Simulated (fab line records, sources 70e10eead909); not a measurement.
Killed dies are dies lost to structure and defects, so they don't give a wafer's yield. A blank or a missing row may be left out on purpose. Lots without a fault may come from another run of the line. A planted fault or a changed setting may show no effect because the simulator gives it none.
Chamber matching | flow nand_harc | NHARC_P_CONTACT_STRIP_28 on rie_diel-12: 3 sister chambers
The step strips in O2. 18 wafers are shown with their chamber, then 7 later ones without.

WAFERS WITH THEIR CHAMBER
wafer  | chamber | drypump_motor_current_A (A) | chamber_pressure_mTorr (mTorr) | oes_product_au (a.u.)
L078.1 | 3       | 5.9                         | 59.91                          | 1.006
L078.4 | 2       | 5.9                         | 59.98                          | 1.002
L078.5 | 0       | 5.2                         | 60.00                          | 1.016
L079.4 | 2       | 5.9                         | 59.97                          | 1.006
L079.5 | 3       | 5.9                         | 60.08                          | 1.003
L079.6 | 0       | 5.2                         | 59.97                          | 1.011
L080.1 | 2       | 5.8                         | 59.93                          | 1.005
L080.2 | 0       | 5.2                         | 60.08                          | 1.016
L080.4 | 0       | 5.2                         | 60.10                          | 1.004
L083.2 | 0       | 5.2                         | 60.02                          | 1.004
L083.4 | 3       | 5.8                         | 59.91                          | 1.009
L083.5 | 2       | 5.8                         | 59.96                          | 1.014
L084.2 | 3       | 5.9                         | 59.99                          | 0.995
L084.4 | 3       | 5.9                         | 59.95                          | 1.001
L084.6 | 2       | 5.9                         | 60.06                          | 1.010
L085.2 | 3       | 5.9                         | 59.97                          | 1.013
L085.3 | 0       | 5.2                         | 60.05                          | 1.010
L085.4 | 3       | 5.9                         | 60.05                          | 1.003

SIGNATURES (means of the wafers above)
reading                 | chamber 0 | chamber 2 | chamber 3 | scatter within a chamber
drypump_motor_current_A | 5.200     | 5.860     | 5.886     | 0.037
chamber_pressure_mTorr  | 60.0367   | 59.9800   | 59.9800   | 0.0562
oes_product_au          | 1.01017   | 1.00740   | 1.00429   | 0.00538
Rule: a wafer's distance from a chamber is the root of the sum, over the readings, of the square of ((its reading less the chamber's mean) divided by the reading's scatter). The wafer belongs to the nearest chamber; if the next one is less than 2 further off, it can't be placed. The scatter: the root of (the sum of the squares of (reading less its chamber's mean) over the shown wafers, divided by (wafers less chambers)).

WAFERS WITHOUT THEIR CHAMBER
wafer  | drypump_motor_current_A (A) | chamber_pressure_mTorr (mTorr) | oes_product_au (a.u.)
L086.3 | 5.9                         | 60.02                          | 1.000
L086.5 | 5.2                         | 60.04                          | 1.008
L088.2 | 5.9                         | 59.93                          | 0.993
L088.3 | 5.9                         | 60.02                          | 0.998
L088.6 | 5.9                         | 59.96                          | 1.007
L094.4 | 5.2                         | 60.10                          | 1.008
L094.5 | 5.9                         | 60.04                          | 1.001

WHICH CHAMBER EACH WENT THROUGH
wafer  | from the rows above     | in truth
L086.3 | can't be placed: 3 or 2 | 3
L086.5 | 0                       | 0
L088.2 | can't be placed: 3 or 2 | 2
L088.3 | can't be placed: 3 or 2 | 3
L088.6 | can't be placed: 3 or 2 | 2
L094.4 | 0                       | 0
L094.5 | can't be placed: 3 or 2 | 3
Placed correctly: 2 of 7. Can't be placed from these rows: 5 (the true chamber is among the candidates in 5). Placed wrongly: 0.
